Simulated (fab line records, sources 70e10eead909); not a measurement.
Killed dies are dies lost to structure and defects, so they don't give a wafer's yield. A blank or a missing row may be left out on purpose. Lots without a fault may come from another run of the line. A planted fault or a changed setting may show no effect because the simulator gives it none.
Which tool did it? | flow nand_harc | 6 lots, 18 wafers sampled, at 5 steps of a route of 1302

WHAT THE GAUGES READ, wafer by wafer
NHARC_END_SORT_01.
lot | measured | on | killed_at_array

WHICH TOOL RAN EACH LOT (tool, then ch and the chambers of the sampled wafers, then the start)
lot  | NHARC_A_SLIT_DEP_00           | NHARC_A_SLIT_ETCH_15               | NHARC_A_SLIT_ETCH_26             | NHARC_A_SLIT_ETCH_29
L976 | acl_dep-02 ch 0, day 20 08:52 | rie_diel-02 ch 0,3, day 20 13:14   | har_etch-02 ch 0,1, day 20 17:53 | rie_diel-02 ch 1,2,3, day 20 18:47
L982 | acl_dep-03 ch 0, day 22 08:47 | rie_diel-02 ch 0,1, day 22 13:41   | har_etch-01 ch 0,1, day 22 18:16 | rie_diel-11 ch 1,3, day 22 19:10
L988 | acl_dep-01 ch 0, day 25 16:08 | rie_diel-02 ch 0,1, day 25 21:04   | har_etch-02 ch 0,1, day 26 02:08 | rie_diel-02 ch 0,3, day 26 03:00
L993 | acl_dep-01 ch 0, day 27 08:19 | rie_diel-02 ch 0,2,3, day 27 13:18 | har_etch-01 ch 0,1, day 27 19:16 | rie_diel-06 ch 0,1,3, day 27 20:10
L995 | acl_dep-01 ch 0, day 28 03:52 | rie_diel-06 ch 0,2, day 28 07:27   | har_etch-02 ch 0,1, day 28 14:58 | rie_diel-02 ch 0,2,3, day 28 15:47
L997 | acl_dep-01 ch 0, day 29 11:35 | rie_diel-11 ch 0,2,3, day 29 15:15 | har_etch-02 ch 0,1, day 29 21:58 | rie_diel-02 ch 0,2,3, day 29 22:49
- NHARC_A_SLIT_DEP_00: deposits aC, target thk 6200 nm.
- NHARC_A_SLIT_ETCH_15: etches the open film in O2/COS, target depth 6200 nm, time 1612 s.
- NHARC_A_SLIT_ETCH_26: etches the open film in C4F8/O2/Ar, time 90 s, target depth 400 nm.
- NHARC_A_SLIT_ETCH_29: etches the open film in CF4/O2, target depth 100 nm, overetch 10 nm, time 55 s.

THE ANSWER, worked out from the rows above alone
Rule: what is usual is taken from the lots themselves. Put in order of their means at a reading, lots are off if they are a third of the lots or fewer, leave a main group of 4 or more, and stand apart from it by a gap of 3 or more times the standard deviation of the main group's means; of several such gaps the widest counts. A main group whose means are all the same, to the digits that the tables above print for the reading, isn't used. A lot without any number at a reading at which 4 lots or more have one is off too. The other lots that the step has rows for count as sound.
No lot is off at any reading shown: from this, nothing can be told.

WHAT THE SIMULATOR HAD PUT IN
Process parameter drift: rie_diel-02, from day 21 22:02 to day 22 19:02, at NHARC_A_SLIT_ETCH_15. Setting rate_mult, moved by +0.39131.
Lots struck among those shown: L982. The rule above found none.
